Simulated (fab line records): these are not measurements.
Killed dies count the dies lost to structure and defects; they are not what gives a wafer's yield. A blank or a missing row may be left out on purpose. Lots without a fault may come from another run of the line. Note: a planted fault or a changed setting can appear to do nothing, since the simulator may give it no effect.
Which tool was responsible? | flow nandHarc | 13 lots with 39 wafers sampled at 4 steps, on a route of 1159 steps

## WHAT THE GAUGES READ, wafer by wafer
NHARC_P_ZERO_WELL_CD_MEAS_52 targets a cd of 2000 nm. Usual: cdNm at 1999.7 nm, with a standard deviation of 1.3.
lot  | measured    | on       | cdNm (nm)            | flag
L840 | day 1 17:58 | cdSem-01 | 1999.7 2000.1 1998.4 | 
L841 | day 1 23:49 | cdSem-02 | 1998.9 2000.4 1998.0 | 
L842 | day 2 05:44 | cdSem-03 | 2000.0 2001.9 1999.5 | 
L843 | day 2 11:47 | cdSem-02 | 2000.3 2001.4 2001.5 | 
L844 | day 2 17:49 | cdSem-01 | 1999.4 1999.7 1998.2 | 
L846 | day 3 05:53 | cdSem-03 | 1998.8 2000.9 2000.4 | 
L849 | day 3 23:37 | cdSem-02 | 2003.4 2002.2 2001.1 | 
L851 | day 4 11:32 | cdSem-01 | 2000.8 2000.8 2000.6 | 
L852 | day 4 17:25 | cdSem-02 | 1998.5 1998.3 1999.7 | 
L853 | day 4 23:57 | cdSem-02 | 1999.4 1999.0 2000.1 | 
L854 | day 5 05:42 | cdSem-02 | 1959.7 1958.6 1961.2 | OFF
L857 | day 5 23:41 | cdSem-02 | 1999.2 1999.8 1998.5 | 
L863 | day 7 11:55 | cdSem-02 | 2000.4 1999.7 1999.5 | 

NHARC_P_ZERO_WELL_INSPECT_43. Usual: rawDefectCount at 13, with a standard deviation of 5.3.
lot  | measured    | on               | rawDefectCount | flag
L840 | day 1 19:46 | defectInspect-01 | 7 4 3          | 
L841 | day 2 01:37 | defectInspect-02 | 10 12 13       | 
L842 | day 2 07:32 | defectInspect-02 | 8 16 17        | 
L843 | day 2 13:44 | defectInspect-02 | 12 15 14       | 
L844 | day 2 19:40 | defectInspect-01 | 14 13 12       | 
L846 | day 3 07:42 | defectInspect-01 | 15 8 9         | 
L849 | day 4 01:27 | defectInspect-01 | 16 12 6        | 
L851 | day 4 13:22 | defectInspect-02 | 10 9 8         | 
L852 | day 4 19:14 | defectInspect-01 | 10 7 6         | 
L853 | day 5 01:48 | defectInspect-02 | 6 8 11         | 
L854 | day 5 07:34 | defectInspect-01 | 16 16 21       | 
L857 | day 6 01:34 | defectInspect-02 | 16 12 9        | 
L863 | day 7 15:32 | defectInspect-01 | 8 9 6          | 

NHARC_P_STI_INSPECT_11. Usual: rawDefectCount at 5.3, with a standard deviation of 2.8.
lot  | measured    | on               | rawDefectCount | flag
L840 | day 2 11:11 | defectInspect-02 | 4 6 3          | 
L841 | day 2 19:01 | defectInspect-01 | 2 4 4          | 
L842 | day 3 02:12 | defectInspect-02 | 6 5 11         | 
L843 | day 3 02:10 | defectInspect-02 | 5 2 7          | 
L844 | day 3 11:03 | defectInspect-02 | 7 3 9          | 
L846 | day 3 23:28 | defectInspect-01 | 8 7 1          | 
L849 | day 4 19:17 | defectInspect-01 | 2 4 4          | 
L851 | day 5 04:44 | defectInspect-02 | 0 8 3          | 
L852 | day 5 12:22 | defectInspect-02 | 3 2 4          | 
L853 | day 5 19:31 | defectInspect-01 | 3 7 4          | 
L854 | day 5 19:34 | defectInspect-02 | 2 3 0          | 
L857 | day 6 17:04 | defectInspect-02 | 10 7 7         | 
L863 | day 8 08:17 | defectInspect-01 | 5 3 9          | 

## WHICH TOOL RAN EACH LOT (tool, then ch and the chambers of the sampled wafers, then the start)
lot  | NHARC_P_ZERO_WELL_EXPOSE_49
L840 | krfScanner-02 ch 0, day 1 17:49
L841 | krfScanner-02 ch 0, day 1 23:40
L842 | krfScanner-04 ch 0, day 2 05:35
L843 | krfScanner-01 ch 0, day 2 11:37
L844 | krfScanner-04 ch 0, day 2 17:39
L846 | krfScanner-01 ch 0, day 3 05:43
L849 | krfScanner-04 ch 0, day 3 23:28
L851 | krfScanner-04 ch 0, day 4 11:23
L852 | krfScanner-04 ch 0, day 4 17:16
L853 | krfScanner-02 ch 0, day 4 23:48
L854 | krfScanner-02 ch 0, day 5 05:33
L857 | krfScanner-04 ch 0, day 5 23:32
L863 | krfScanner-02 ch 0, day 7 11:45
- NHARC_P_ZERO_WELL_EXPOSE_49: exposes mask P HVPW, target cd 2000 nm.

## WHAT THE TOOLS THEMSELVES READ (means of the sampled wafers that have a number; where no wafer has one, the mark that the record gives instead)
The record holds no such reading with a usual standard deviation.

## THE ANSWER, worked out from the rows above alone
Rule: a lot counts as off when the mean over its wafers that have a number is more than 3 standard deviations away from the usual mean. A lot without any number at a reading at which 4 lots or more have one is off too. All remaining lots with rows at the step are treated as sound. After the gauges, taken in route order, come the tools' own readings; for these a lot's mean is taken, as printed above. The first step at which some lot is off is used, and at that step the reading that is off furthest; a lot without a number counts as furthest.
Off: L854, at NHARC_P_ZERO_WELL_CD_MEAS_52 (cdNm).
A tool fits if, at a process step before that reading, it ran every lot that is off, and no sound lot after the first of them. Gauges at NHARC_P_ZERO_WELL_CD_MEAS_52: tried the same way as those tools. No candidate that was tried fits.

## WHAT WAS PUT IN BY THE SIMULATOR
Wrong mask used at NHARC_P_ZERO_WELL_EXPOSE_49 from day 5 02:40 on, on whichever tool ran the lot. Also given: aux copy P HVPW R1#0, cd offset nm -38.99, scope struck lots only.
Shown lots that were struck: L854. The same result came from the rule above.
